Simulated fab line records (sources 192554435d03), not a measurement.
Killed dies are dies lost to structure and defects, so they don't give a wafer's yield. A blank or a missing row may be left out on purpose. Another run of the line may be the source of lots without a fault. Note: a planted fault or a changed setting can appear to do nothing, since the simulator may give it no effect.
The tool behind it: which one? || flow n5Finfet || route of 1938 steps, sampled at 1 step: 11 lots, 31 wafers

WHAT THE GAUGES READ, wafer by wafer
N5_BEOL_M11_OVL_MEAS_12.
{"lot": "L818", "measured": "day 10 09:26", "on": "overlay-02", "M11_OVL (nm)": "-0.3 0.1 -1.0"}
{"lot": "L821", "measured": "day 11 02:16", "on": "overlay-01", "M11_OVL (nm)": "-0.3 -0.4 0.3"}
{"lot": "L822", "measured": "day 11 02:47", "on": "overlay-02", "M11_OVL (nm)": "0.2 0.7 1.2"}
{"lot": "L823", "measured": "day 11 10:03", "on": "overlay-01", "M11_OVL (nm)": "-1.5 -2.7 -0.1"}
{"lot": "L824", "measured": "day 12 02:26", "on": "overlay-02", "M11_OVL (nm)": "0.7 0.4 0.6"}
{"lot": "L828", "measured": "day 12 19:16", "on": "overlay-02", "M11_OVL (nm)": "0.4 0.2"}
{"lot": "L833", "measured": "day 14 11:03", "on": "overlay-01", "M11_OVL (nm)": "-0.1 1.5"}
{"lot": "L834", "measured": "day 14 15:56", "on": "overlay-02", "M11_OVL (nm)": "-0.7 0.7 -0.1"}
{"lot": "L836", "measured": "day 15 04:38", "on": "overlay-01", "M11_OVL (nm)": "0.6 1.6 -0.2"}
{"lot": "L838", "measured": "day 15 12:59", "on": "overlay-01", "M11_OVL (nm)": "0.1 0.3 0.6"}
{"lot": "L840", "measured": "day 15 21:18", "on": "overlay-01", "M11_OVL (nm)": "-0.8 -0.6 -0.2"}

WHAT TOOL EACH LOT RAN ON (gives the tool, then ch and the chambers of the sampled wafers, and finally the start)
No process step before these readings appears in the record.

THE ANSWER, worked out from the rows above alone
Rule: usual is defined by the lots themselves. Put in order of their means at a reading, lots are off if they are a third of the lots or fewer, leave a main group of 4 or more, and stand apart from it by a gap of 3 or more times the standard deviation of the main group's means; of several such gaps the widest counts. The tables above print the reading to a certain number of digits; a main group whose means all agree to those digits is not used. Also off: a lot with no number at a reading for which 4 or more lots have one. Any other lot the step has rows for is counted as sound.
Across all readings shown, no lot is off: no conclusion can be drawn from this.

WHAT THE SIMULATOR HAD PUT IN
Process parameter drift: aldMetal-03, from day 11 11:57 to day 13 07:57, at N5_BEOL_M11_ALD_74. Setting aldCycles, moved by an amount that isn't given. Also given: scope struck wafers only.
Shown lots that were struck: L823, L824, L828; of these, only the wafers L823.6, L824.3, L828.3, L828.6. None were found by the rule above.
